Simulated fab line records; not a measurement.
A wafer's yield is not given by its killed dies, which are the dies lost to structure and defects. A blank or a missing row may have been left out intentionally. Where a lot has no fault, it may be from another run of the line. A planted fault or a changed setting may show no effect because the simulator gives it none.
Matching of chambers + flow n5-finfet + pecvd-03 running N5_BEOL_M8_PECVD_70: 3 sister chambers
The step deposits SiO2 from TEOS/O2, target thk 20 nm, time 22.7 s. 3 wafers are shown with their chamber, then 12 later ones without.

## WAFERS PAIRED WITH THEIR CHAMBERS
| wafer  | chamber | throttle-valve-pct (%) |
|--------|---------|------------------------|
| L086.1 | 2       | 22.3                   |
| L086.3 | 1       | 22.2                   |
| L086.5 | 0       | 25.1                   |

## WAFERS WHOSE CHAMBER IS MISSING
| wafer  | throttle-valve-pct (%) |
|--------|------------------------|
| L085.3 | 22.4                   |
| L085.4 | 25.0                   |
| L085.6 | 22.1                   |
| L089.1 | 22.2                   |
| L089.5 | 24.6                   |
| L089.6 | 22.0                   |
| L096.1 | 22.5                   |
| L096.5 | 22.4                   |
| L096.6 | 22.3                   |
| L097.1 | 22.8                   |
| L097.3 | 25.1                   |
| L097.5 | 22.1                   |

## CHAMBER TAKEN BY EACH
| wafer  | from the rows above     | in truth |
|--------|-------------------------|----------|
| L085.3 | can't be placed: 2 or 1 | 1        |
| L085.4 | 0                       | 0        |
| L085.6 | can't be placed: 1 or 2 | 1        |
| L089.1 | can't be placed: 1 or 2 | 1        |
| L089.5 | 0                       | 0        |
| L089.6 | can't be placed: 1 or 2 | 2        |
| L096.1 | can't be placed: 2 or 1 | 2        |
| L096.5 | can't be placed: 2 or 1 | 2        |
| L096.6 | can't be placed: 2 or 1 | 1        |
| L097.1 | can't be placed: 2 or 1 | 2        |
| L097.3 | 0                       | 0        |
| L097.5 | can't be placed: 1 or 2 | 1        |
Correctly placed: 3 of 12. Not placeable from these rows: 9 (in 9, the candidates include the true chamber). Number placed wrongly: 0.
How it was worked out, from the rows above alone: a wafer's distance from a chamber is the root of the sum, over the readings, of the square of ((its reading less the chamber's mean) divided by the reading's scatter). The wafer belongs to the nearest chamber; if the next one is less than 2 further off, it can't be placed. For every chamber, the mean is computed from those of its wafers that are shown. The scatter: root of mean squared gap, hidden wafer to nearest shown wafer, with one shown wafer a chamber.
